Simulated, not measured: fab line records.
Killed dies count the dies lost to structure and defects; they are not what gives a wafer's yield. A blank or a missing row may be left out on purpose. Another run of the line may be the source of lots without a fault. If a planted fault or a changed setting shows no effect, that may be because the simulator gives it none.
Struck lot and sound lot, side by side | flow nandHarc | 15 out of 1302 route steps
Sound: the wafers L432.2, L432.3, L432.4. Struck: wafers L429.1, L429.5, L429.6. Last of all comes the cause.
Per side, at each step with rows, come the tool, then ch with its chambers, and then its first start. Under that, the readings that differ: sound wafers | struck wafers | difference of the means | sigmas: that difference in standard deviations of wafers without a fault.
alike: same words and numbers on both sides, and readings whose means sit less than 2 such deviations apart. not compared: any withheld reading, any reading some wafer has no value for, any bound like >300 that may hide the same value, and any number with overlapping values for which the record gives no deviation.
A row with sigmas, a row that says differs or no value, or rows on one side alone: a step with any of these is where the two part. Numbers that have no deviation but don't overlap get no sigmas and don't part them. A reading missing from all wafers of one side parts the sides only when that side holds two or more wafers.

first, 1 step without rows for these wafers: NHARC_P_M2_ETCH_35 (etches the open film in N2/H2, target depth 40 nm, overetch 12 nm, time 43.94 s).
NHARC_P_M2_ETCH_15: etches the open film in C4F8/Ar, target depth 182.5 nm, time 91.2 s.
  sound on rieDiel-01 ch 0,2,3; struck on rieDiel-03 ch 1,2
reading             | sound             | struck            | difference | sigmas
oesProductAu (a.u.) | 0.970 0.976 0.974 | 0.935 0.924 0.936 | -0.042     | -2
  alike: rfVppV
  not compared: rfHoursCounterH
NHARC_P_M2_CD_MEAS_16:
  struck on cdSem-02, day 11 01:14; sound on cdSem-02, day 11 17:51
  alike: cdNm
NHARC_P_M2_STRIP_18: strips in N2/H2.
  sound on rieDiel-10 ch 1,2,3, day 11 17:56; struck on rieDiel-03 ch 0,1,3, day 11 01:22
  alike: drypumpMotorCurrentA, oesProductAu, rfVppV, showerheadPlenumPTorr, throttleValvePct
  not compared: rfHoursCounterH
NHARC_P_M2_ETCH_28: etches the open film in CF4/N2, target depth 30 nm, time 72.99 s.
  sound on rieDiel-10 ch 0,2,3; struck on rieDiel-03 ch 0,2,3
  alike: cf4FlowSccm, drypumpMotorCurrentA, oesProductAu, rfVppV, showerheadPlenumPTorr, throttleValvePct
  not compared: rfHoursCounterH
then, 2 steps without rows for these wafers: NHARC_P_M2_STRIP_19 (strips in post etch residue remover, time 600 s); NHARC_P_M2_DEGAS_29 (time 60 s).
NHARC_P_M2_PRE_CLEAN_30: time 30 s.
  sound on pvdSputter-02; struck on pvdSputter-03
  alike: heaterPowerW, susceptorTempC
then, 1 step without rows for these wafers: NHARC_P_M2_PVD_20 (deposits TaN, target thk 5 nm, time 8.06 s).
NHARC_P_M2_PVD_21: deposits Cu, target thk 30 nm, time 20.49 s.
  sound on pvdSputter-02; struck on pvdSputter-03
  alike: throttleValvePct
then, 2 steps without rows for these wafers: NHARC_P_M2_ECD_22 (material Cu, target thk 400 nm); NHARC_P_M2_ANNEAL_31 (time 90 s).
NHARC_P_M2_CMP_23: polishes, t overpolish 20 s, target thk 144.3 nm.
  sound on cmp-02 ch 0,2,3, day 11 19:46; struck on cmp-02 ch 0,1,3, day 11 03:14
  no value came back on the struck wafers for edgeZonePressureFrac, motorCurrentA (A), timeToEndpointS (s); on the sound wafers edgeZonePressureFrac reads 1.004 1.000 1.001
NHARC_P_M2_THK_MEAS_24: measures by xrf.
  struck on filmMetro-01, day 11 03:28; sound on filmMetro-01, day 11 20:04
reading    | sound             | struck            | difference | sigmas
thkNm (nm) | 142.6 144.9 143.9 | 397.9 398.4 399.5 | +254.8     | +99 or more
then, 1 step without rows for these wafers: NHARC_P_M2_SRD_25.

== WHERE THEY PART ==
First at NHARC_P_M2_ETCH_15; last, within this record, at NHARC_P_M2_THK_MEAS_24.

WHY: whatever the simulator had introduced
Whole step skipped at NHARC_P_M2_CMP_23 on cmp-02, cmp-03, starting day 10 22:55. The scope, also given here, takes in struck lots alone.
